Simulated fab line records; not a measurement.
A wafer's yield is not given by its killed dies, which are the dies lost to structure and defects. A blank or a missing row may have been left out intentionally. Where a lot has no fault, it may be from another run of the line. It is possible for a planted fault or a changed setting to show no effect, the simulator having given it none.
Chamber matching | flow nand harc | 4 sister chambers for NHARC_P_STI_ETCH_15 on rie si-05
The step etches the open film in HBr/Cl2, target depth 300 nm, time 100.1 s. 8 wafers are shown with their chamber, then 7 later ones without.

## WAFERS PAIRED WITH THEIR CHAMBERS
wafer  | chamber | drypump motor current A (A) | oes product au (a.u.)
L512.3 | 1       | 5.8                         | 0.984
L512.5 | 1       | 5.8                         | 0.988
L513.5 | 2       | 6.3                         | 0.990
L514.1 | 0       | 6.5                         | 0.991
L514.2 | 2       | 6.3                         | 0.998
L514.4 | 3       | 6.1                         | 0.999
L518.1 | 0       | 6.5                         | 1.001
L518.2 | 3       | 6.2                         | 1.005

## WAFERS WITHOUT THEIR CHAMBER
wafer  | drypump motor current A (A) | oes product au (a.u.)
L518.4 | 6.3                         | 1.003
L520.3 | 6.5                         | 1.003
L520.4 | 6.3                         | 1.007
L520.6 | 6.1                         | 1.004
L522.1 | 6.5                         | 0.997
L522.2 | 6.3                         | 1.006
L522.6 | 6.5                         | 1.002

## EACH ONE'S CHAMBER
wafer  | from the rows above     | in truth
L518.4 | 2                       | 2
L520.3 | 0                       | 0
L520.4 | can't be placed: 2 or 3 | 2
L520.6 | 3                       | 3
L522.1 | 0                       | 0
L522.2 | 2                       | 2
L522.6 | 0                       | 0
Correctly placed: 6 of 7. From these rows, 1 cannot be placed; in 1 the true chamber is one of the candidates. Wrongly placed: 0.
How it was worked out, from the rows above alone: a wafer's distance from a chamber is the root of the sum, over the readings, of the square of ((its reading less the chamber's mean) divided by the reading's scatter). If the next closest chamber is less than 2 further off than the closest, the wafer can't be placed; otherwise it belongs to the closest. The mean given for a chamber averages the wafers shown for that chamber. The scatter is the square root of a quotient: the sum, over the shown wafers, of each reading's squared deviation from its chamber's mean, divided by wafers minus chambers.
